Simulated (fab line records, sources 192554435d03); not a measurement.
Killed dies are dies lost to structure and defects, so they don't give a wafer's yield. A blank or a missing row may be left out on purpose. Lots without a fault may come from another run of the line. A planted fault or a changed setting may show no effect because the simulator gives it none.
Chamber matching | flow n5_finfet | N5_BEOL_M5_STRIP_19 on rie_diel-05: 4 sister chambers
The step strips in O2. 4 wafers are shown with their chamber, then 12 later ones without.

WAFERS WITH THEIR CHAMBER
wafer  | chamber | drypump_motor_current_A (A)
L084.6 | 2       | 5.72
L086.1 | 3       | 6.14
L086.2 | 1       | 5.51
L086.3 | 0       | 5.55

WAFERS WITHOUT THEIR CHAMBER
wafer  | drypump_motor_current_A (A)
L086.4 | 5.71
L086.5 | 6.13
L086.6 | 5.55
L087.2 | 5.72
L087.4 | 5.53
L087.6 | 6.08
L090.2 | 5.72
L090.4 | 5.51
L090.6 | 6.10
L097.2 | 5.57
L097.5 | 5.56
L097.6 | 6.12

WHICH CHAMBER EACH WENT THROUGH
wafer  | from the rows above     | in truth
L086.4 | 2                       | 2
L086.5 | 3                       | 3
L086.6 | can't be placed: 0 or 1 | 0
L087.2 | 2                       | 2
L087.4 | can't be placed: 0 or 1 | 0
L087.6 | 3                       | 3
L090.2 | 2                       | 2
L090.4 | can't be placed: 1 or 0 | 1
L090.6 | 3                       | 3
L097.2 | can't be placed: 0 or 1 | 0
L097.5 | can't be placed: 0 or 1 | 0
L097.6 | 3                       | 3
Placed correctly: 7 of 12. Can't be placed from these rows: 5 (the true chamber is among the candidates in 5). Placed wrongly: 0.
How it was worked out, from the rows above alone: a wafer's distance from a chamber is the root of the sum, over the readings, of the square of ((its reading less the chamber's mean) divided by the reading's scatter). The wafer belongs to the nearest chamber; if the next one is less than 2 further off, it can't be placed. A chamber's mean is the mean of its shown wafers. The scatter: with one shown wafer a chamber, the root of the mean of the squares of how far each hidden wafer lies from its nearest shown one.
